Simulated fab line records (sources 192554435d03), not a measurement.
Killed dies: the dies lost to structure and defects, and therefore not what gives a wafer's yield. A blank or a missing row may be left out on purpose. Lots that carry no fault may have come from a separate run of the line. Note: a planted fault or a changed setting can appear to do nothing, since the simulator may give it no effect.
fab line records + flow n5_finfet + part 2 of 2: steps 24 to 34 of 34
record:
- lots: 5
- wafers: 15
- last_day: 19
route steps=1938 shown PMOS_HMC_CHANNEL_EPI@63 FIN_SAQP@90
lots that met no fault: taken from a fault-free run of the same line
start_h: the number of hours between the record's first day and the start of the first shown wafer of the lot + wait_h: time in hours since the lot's previous step + " the same as in the row above + L1.1+2: one row covering several wafers at once + - either no value or no given start + * or withheld: withheld + < > ~ a bound
route shown NAME@n: a module of which the file shows steps, and the number in the route of the first + usual: mean and standard deviation over wafers with no fault + same: alike in all rows + chamber/n: place in a boat + sites: readings site by site + _std_site: the standard deviation of these + _edge_site: outer sites' mean less inner sites' + radius_mm: for every site, how far away it sits from the centre of the wafer + mask NAME#n: copy n + behind: tool/chamber where the wafer was last shaped + hold: cause of the lot's hold/its duration in hours/its outcome + device: which transistor (n, p or np) failed to switch + end of line: the tests these same wafers got at the end of their route + for a step that has no rows: nothing shown but its recipe + killed: count of dies lost to structure and defects at first sort (not the wafer's yield) + map: a wafer's dies, marking killed ones x, the rest . and places with no die _
set.NAME: the setting the step ran with; set.NAME@STEP: the setting that earlier step ran with + model.NAME: the simulator's own value behind a step, which no gauge read
lots at selected steps of the route; one table per step, one row per wafer
services: the hour from which a tool's chamber was out of use, counted from the record's first day as start_h (under 0 if before that day), plus the number of hours and why
== steps ==
step: N5_PMOS_HMC_CHANNEL_EPI_SRD_25
recipe:
- dry: ipa_marangoni
- do_ppb: 5
- time_s: 30
- temp_c: 23
- rinse_liquid: diw
usual:
- do_ppb: 5.00/0.053
| lot.wafer | tool         | chamber | start_h | wait_h | do_ppb |
|-----------|--------------|---------|---------|--------|--------|
| L084.1    | wet_bench-04 | 1       | 80.30   | 0.0    | 5.03   |
| L084.2    | "            | 0       | "       | "      | 5.04   |
| L084.3    | "            | 7       | "       | "      | 5.04   |
| L086.1    | wet_bench-03 | 6       | 91.64   | 0.0    | 5.03   |
| L086.5    | "            | 1       | "       | "      | 4.98   |
| L086.6    | "            | 4       | "       | "      | 4.93   |
| L091.1    | wet_bench-03 | 6       | 121.43  | 0.0    | 4.96   |
| L091.3    | "            | 0       | "       | "      | 5.03   |
| L091.6    | "            | 1       | "       | "      | 4.98   |
| L093.3    | wet_bench-03 | 4       | 133.95  | 0.0    | 4.95   |
| L093.5    | "            | 0       | "       | "      | 5.05   |
| L093.6    | "            | 2       | "       | "      | 5.04   |
| L096.1    | wet_bench-03 | 4       | 151.54  | 0.0    | 5.07   |
| L096.4    | "            | 5       | "       | "      | 4.99   |
| L096.6    | "            | 2       | "       | "      | 4.98   |
step: N5_PMOS_HMC_CHANNEL_EPI_EPI_26
recipe:
- material: Si
- target_thk_a: 38
- temp_c: 650
- precursor: SiH4/H2
- pressure_torr: 20
- time_s: 22.7
usual:
- throttle_valve_pct: 11.63/0.27
| lot.wafer | tool         | chamber | start_h | wait_h | throttle_valve_pct |
|-----------|--------------|---------|---------|--------|--------------------|
| L084.1    | epi_rpcvd-04 | 0       | 80.35   | 0.0    | 11.87              |
| L084.2    | "            | 0       | "       | "      | 11.98              |
| L084.3    | "            | 0       | "       | "      | 11.84              |
| L086.1    | epi_rpcvd-01 | 0       | 91.69   | 0.0    | 11.77              |
| L086.5    | "            | 0       | "       | "      | 11.76              |
| L086.6    | "            | 0       | "       | "      | 11.89              |
| L091.1    | epi_rpcvd-01 | 0       | 121.48  | 0.0    | 11.60              |
| L091.3    | "            | 0       | "       | "      | 11.69              |
| L091.6    | "            | 0       | "       | "      | 11.82              |
| L093.3    | epi_rpcvd-03 | 0       | 134.12  | 0.1    | 11.21              |
| L093.5    | "            | 0       | "       | "      | 11.09              |
| L093.6    | "            | 0       | "       | "      | 11.31              |
| L096.1    | epi_rpcvd-01 | 0       | 151.58  | 0.0    | 11.57              |
| L096.4    | "            | 0       | "       | "      | 11.81              |
| L096.6    | "            | 0       | "       | "      | 11.88              |
step: N5_PMOS_HMC_CHANNEL_EPI_INSPECT_30
recipe:
- inspect_instrument: darkfield
- mode: post_epi
usual:
- raw_defect_count: 20/5.7
| lot.wafer | tool              | chamber | start_h | wait_h | raw_defect_count |
|-----------|-------------------|---------|---------|--------|------------------|
| L084.1    | defect_inspect-02 | -       | 80.82   | 0.0    | 16               |
| L084.2    | "                 | -       | "       | "      | 13               |
| L084.3    | "                 | -       | "       | "      | 22               |
| L086.1    | defect_inspect-02 | -       | 92.07   | 0.0    | 23               |
| L086.5    | "                 | -       | "       | "      | 17               |
| L086.6    | "                 | -       | "       | "      | 14               |
| L091.1    | defect_inspect-01 | -       | 121.95  | 0.0    | 22               |
| L091.3    | "                 | -       | "       | "      | 22               |
| L091.6    | "                 | -       | "       | "      | 23               |
| L093.3    | defect_inspect-02 | -       | 134.39  | 0.0    | 16               |
| L093.5    | "                 | -       | "       | "      | 11               |
| L093.6    | "                 | -       | "       | "      | 14               |
| L096.1    | defect_inspect-02 | -       | 151.95  | 0.0    | 32               |
| L096.4    | "                 | -       | "       | "      | 17               |
| L096.6    | "                 | -       | "       | "      | 14               |
step: N5_FIN_SAQP_PRECLEAN_42
recipe:
- chemistry: O3/DIW
- time_s: 60
- temp_c: 22
- o3_ppm: 10
| lot.wafer  | tool         | chamber | start_h | wait_h |
|------------|--------------|---------|---------|--------|
| L084.1+2+3 | wet_bench-01 | 6,5,3   | 80.85   | 0.0    |
| L086.1+5+6 | wet_bench-05 | 7,5,4   | 92.09   | 0.0    |
| L091.1+3+6 | wet_bench-05 | 5,4,2   | 121.98  | 0.0    |
| L093.3+5+6 | wet_bench-06 | 6,4,1   | 134.42  | 0.0    |
| L096.1+4+6 | wet_bench-06 | 0,7,2   | 151.98  | 0.0    |
step: N5_FIN_SAQP_PRECLEAN_00
recipe:
- chemistry: SC1
- time_s: 60
- temp_c: 55
- mix: 1:2:50
usual:
- h2o2_flow_mL_min: 56.61/0.18
| lot.wafer | tool         | chamber | start_h | wait_h | h2o2_flow_mL_min |
|-----------|--------------|---------|---------|--------|------------------|
| L084.1    | wet_bench-01 | 6       | 80.87   | 0.0    | 56.53            |
| L084.2    | "            | 5       | "       | "      | 56.35            |
| L084.3    | "            | 3       | "       | "      | 56.71            |
| L086.1    | wet_bench-05 | 7       | 92.11   | 0.0    | 56.36            |
| L086.5    | "            | 5       | "       | "      | 56.67            |
| L086.6    | "            | 4       | "       | "      | 56.98            |
| L091.1    | wet_bench-05 | 5       | 122.00  | 0.0    | 56.47            |
| L091.3    | "            | 4       | "       | "      | 56.66            |
| L091.6    | "            | 2       | "       | "      | 56.69            |
| L093.3    | wet_bench-06 | 6       | 134.44  | 0.0    | 56.64            |
| L093.5    | "            | 4       | "       | "      | 56.55            |
| L093.6    | "            | 1       | "       | "      | 56.96            |
| L096.1    | wet_bench-06 | 0       | 152.00  | 0.0    | 56.54            |
| L096.4    | "            | 7       | "       | "      | 56.65            |
| L096.6    | "            | 2       | "       | "      | 56.70            |
step: N5_FIN_SAQP_PRECLEAN_44
recipe:
- chemistry: SC2
- time_s: 45
- temp_c: 35
- mix: 1:1:50
| lot.wafer  | tool         | chamber | start_h | wait_h |
|------------|--------------|---------|---------|--------|
| L084.1+2+3 | wet_bench-01 | 6,5,3   | 80.88   | 0.0    |
| L086.1+5+6 | wet_bench-05 | 7,5,4   | 92.13   | 0.0    |
| L091.1+3+6 | wet_bench-05 | 5,4,2   | 122.01  | 0.0    |
| L093.3+5+6 | wet_bench-06 | 6,4,1   | 134.45  | 0.0    |
| L096.1+4+6 | wet_bench-06 | 0,7,2   | 152.02  | 0.0    |
step: N5_FIN_SAQP_SRD_01
recipe:
- dry: ipa_marangoni
- time_s: 30
- temp_c: 23
- rinse_liquid: diw
| lot.wafer  | tool         | chamber | start_h | wait_h |
|------------|--------------|---------|---------|--------|
| L084.1+2+3 | wet_bench-01 | 6,5,3   | 80.90   | 0.0    |
| L086.1+5+6 | wet_bench-05 | 7,5,4   | 92.14   | 0.0    |
| L091.1+3+6 | wet_bench-05 | 5,4,2   | 122.02  | 0.0    |
| L093.3+5+6 | wet_bench-06 | 6,4,1   | 134.47  | 0.0    |
| L096.1+4+6 | wet_bench-06 | 0,7,2   | 152.03  | 0.0    |
step: N5_FIN_SAQP_ALD_61
recipe:
- material: SiO2
- target_thk_a: 40
- temp_c: 300
- ald_precursor_family: BDEAS
- ald_co_reactant: O2-plasma
- pulse_time_s: 1
- purge_time_s: 2
- co_reactant_purge_time_s: 2
- ald_cycles: 43
- pressure_torr: 2
usual:
- heater_power_w: 453/26
- precursor_pulse_height_rel: 1.004/0.021
| lot.wafer | tool       | chamber | start_h | wait_h | heater_power_w | precursor_pulse_height_rel | since_wet_clean_h |
|-----------|------------|---------|---------|--------|----------------|----------------------------|-------------------|
| L084.1    | ald_sin-04 | 3       | 81.35   | 0.4    | 454            | 0.996                      | 74                |
| L084.2    | "          | 2       | "       | "      | 427            | 0.982                      | 74                |
| L084.3    | "          | 1       | "       | "      | 450            | 1.006                      | 74                |
| L086.1    | ald_sin-04 | 3       | 92.19   | 0.0    | 458            | 1.001                      | 84                |
| L086.5    | "          | 3       | "       | "      | 452            | 0.997                      | -                 |
| L086.6    | "          | 0       | "       | "      | 410            | 0.981                      | -                 |
| L091.1    | ald_sin-04 | 3       | 122.07  | 0.0    | 453            | 0.990                      | 114               |
| L091.3    | "          | 2       | "       | "      | 422            | 1.028                      | 114               |
| L091.6    | "          | 3       | "       | "      | 455            | 1.009                      | -                 |
| L093.3    | ald_sin-04 | 0       | 134.51  | 0.0    | 409            | 0.996                      | 127               |
| L093.5    | "          | 2       | "       | "      | 439            | 0.989                      | -                 |
| L093.6    | "          | 1       | "       | "      | 450            | 1.013                      | -                 |
| L096.1    | ald_sin-01 | 3       | 152.31  | 0.3    | 437            | 1.014                      | 340               |
| L096.4    | "          | 0       | "       | "      | 475            | 0.987                      | 340               |
| L096.6    | "          | 0       | "       | "      | 483            | 1.011                      | -                 |
step: N5_FIN_SAQP_DENSIFY_62
recipe:
- temp_c: 700
- time_s: 60
- ambient: N2
- idle_temp_c: 600
- ramp_up_c_per_s: 150
- ramp_down_c_per_s: 60
- cool_to_c: 600
usual:
- lamp_power_pct: 9.85/0.055
- lamp_zone_1_pct: 9.845/0.012
- wafer_temp_C_max: 703.3/0.55
| lot.wafer | tool          | chamber | start_h | wait_h | lamp_power_pct | lamp_zone_1_pct | wafer_temp_C_max |
|-----------|---------------|---------|---------|--------|----------------|-----------------|------------------|
| L084.1    | rtp_anneal-02 | 0       | 81.55   | 0.1    | 9.90           | 9.841           | 703.8            |
| L084.2    | "             | 0       | "       | "      | 9.89           | 9.854           | 703.2            |
| L084.3    | "             | 0       | "       | "      | 9.83           | 9.836           | 703.2            |
| L086.1    | rtp_anneal-02 | 0       | 92.39   | 0.1    | 9.88           | 9.821           | 702.9            |
| L086.5    | "             | 0       | "       | "      | 9.69           | 9.854           | 702.6            |
| L086.6    | "             | 0       | "       | "      | 9.90           | 9.853           | 703.5            |
| L091.1    | rtp_anneal-02 | 0       | 122.35  | 0.2    | 9.87           | 9.851           | 704.2            |
| L091.3    | "             | 0       | "       | "      | 9.80           | 9.857           | 702.9            |
| L091.6    | "             | 0       | "       | "      | 9.81           | 9.847           | 703.1            |
| L093.3    | rtp_anneal-01 | 0       | 134.78  | 0.2    | 9.89           | 9.866           | 703.0            |
| L093.5    | "             | 0       | "       | "      | 9.87           | 9.850           | 702.8            |
| L093.6    | "             | 0       | "       | "      | 9.83           | 9.847           | 702.6            |
| L096.1    | rtp_anneal-02 | 0       | 152.51  | 0.1    | 9.89           | 9.865           | 703.4            |
| L096.4    | "             | 0       | "       | "      | 9.87           | 9.840           | 703.4            |
| L096.6    | "             | 0       | "       | "      | 9.70           | 9.848           | 703.1            |
step: N5_FIN_SAQP_HM_DEP_03
recipe:
- material: SiNx
- target_thk_a: 380
- temp_c: 400
- precursor: SiH4/NH3/N2
- pressure_torr: 1.5
- rf_w: 300
- time_s: 33.6
usual:
- heater_power_w: 825/84
- showerhead_plenum_p_Torr: 5.14/0.036
- throttle_valve_pct: 40.4/2.7
| lot.wafer | tool     | chamber | start_h | wait_h | heater_power_w | showerhead_plenum_p_Torr | since_wet_clean_h | throttle_valve_pct |
|-----------|----------|---------|---------|--------|----------------|--------------------------|-------------------|--------------------|
| L084.1    | pecvd-01 | 2       | 81.84   | 0.3    | 901            | 5.15                     | 213               | 38.2               |
| L084.2    | "        | 1       | "       | "      | 905            | 5.21                     | 1692              | 45.0               |
| L084.3    | "        | 0       | "       | "      | 794            | 5.11                     | 967               | 38.4               |
| L086.1    | pecvd-03 | 0       | 92.61   | 0.2    | 654            | 5.10                     | 796               | 39.5               |
| L086.5    | "        | 0       | "       | "      | 653            | 5.09                     | -                 | 39.7               |
| L086.6    | "        | 1       | "       | "      | 913            | 5.16                     | -                 | 42.8               |
| L091.1    | pecvd-01 | 0       | 122.56  | 0.2    | 729            | 5.11                     | 1008              | 38.3               |
| L091.3    | "        | 2       | "       | "      | 881            | 5.15                     | 254               | 38.6               |
| L091.6    | "        | 2       | "       | "      | 884            | 5.15                     | -                 | 38.4               |
| L093.3    | pecvd-03 | 2       | 134.93  | 0.1    | 877            | 5.17                     | 85                | 38.3               |
| L093.5    | "        | 0       | "       | "      | 710            | 5.09                     | -                 | 39.7               |
| L093.6    | "        | 2       | "       | "      | 891            | 5.17                     | -                 | 38.4               |
| L096.1    | pecvd-01 | 1       | 152.73  | 0.2    | 853            | 5.19                     | 1763              | 45.4               |
| L096.4    | "        | 2       | "       | "      | 854            | 5.14                     | -                 | 38.8               |
| L096.6    | "        | 1       | "       | "      | 878            | 5.20                     | -                 | 45.3               |
step: N5_FIN_SAQP_THK_MEAS_05
usual:
- thk_nm: 38.0/0.53
| lot.wafer | tool          | chamber | start_h | wait_h | thk_nm |
|-----------|---------------|---------|---------|--------|--------|
| L084.1    | film_metro-01 | -       | 81.93   | 0.1    | 38.0   |
| L084.2    | "             | -       | "       | "      | 37.6   |
| L084.3    | "             | -       | "       | "      | 37.8   |
| L086.1    | film_metro-01 | -       | 92.69   | 0.1    | 37.5   |
| L086.5    | "             | -       | "       | "      | 37.8   |
| L086.6    | "             | -       | "       | "      | 37.7   |
| L091.1    | film_metro-02 | -       | 122.65  | 0.1    | 37.2   |
| L091.3    | "             | -       | "       | "      | 37.7   |
| L091.6    | "             | -       | "       | "      | 38.3   |
| L093.3    | film_metro-02 | -       | 135.02  | 0.1    | 38.0   |
| L093.5    | "             | -       | "       | "      | 37.6   |
| L093.6    | "             | -       | "       | "      | 38.4   |
| L096.1    | film_metro-01 | -       | 152.82  | 0.1    | 37.5   |
| L096.4    | "             | -       | "       | "      | 38.5   |
| L096.6    | "             | -       | "       | "      | 37.7   |
== services ==
| tool           | chamber | start_h | hours | kind                          |
|----------------|---------|---------|-------|-------------------------------|
| cmp-02         | -       | 55.45   | 2.1   | repair                        |
| pecvd-01       | -       | 56.20   | 2.8   | pm                            |
| litho_track-03 | -       | 57.01   | -     | consumable_replace:filter     |
| pecvd-01       | 2       | 60.13   | 5.5   | scheduled_down                |
| pecvd-01       | -       | 60.20   | 1.2   | repair                        |
| ald_sin-04     | 3       | 64.33   | 5.4   | repair                        |
| pecvd-03       | -       | 79.11   | 2.8   | pm                            |
| cmp-02         | -       | 84.45   | 4.4   | repair                        |
| rie_diel-02    | 1       | 93.14   | 16.4  | repair                        |
| cmp-03         | -       | 93.65   | 5.6   | pm                            |
| rie_si-03      | 0       | 96.08   | 10.2  | repair                        |
| wet_bench-02   | -       | 96.33   | 2.8   | repair                        |
| epi_rpcvd-01   | -       | 97.92   | 0.3   | repair                        |
| pecvd-03       | -       | 105.77  | 0.7   | repair                        |
| ald_sin-01     | -       | 121.04  | 14.6  | pm                            |
| rie_diel-05    | 0       | 122.27  | -     | clean                         |
| rie_diel-05    | 0       | 122.27  | -     | consumable_replace:focus_ring |
| rie_diel-05    | 0       | 122.27  | 24.0  | scheduled_down                |
| rie_diel-05    | 0       | 122.27  | 24.0  | vent_cycle                    |
| cmp-01         | -       | 125.98  | 4.0   | pm                            |
| pecvd-03       | -       | 130.46  | 0.9   | repair                        |
| cmp-01         | -       | 138.77  | 0.6   | repair                        |
| rie_si-03      | 2       | 144.22  | 29.4  | repair                        |
| rie_si-03      | -       | 148.63  | 11.8  | repair                        |
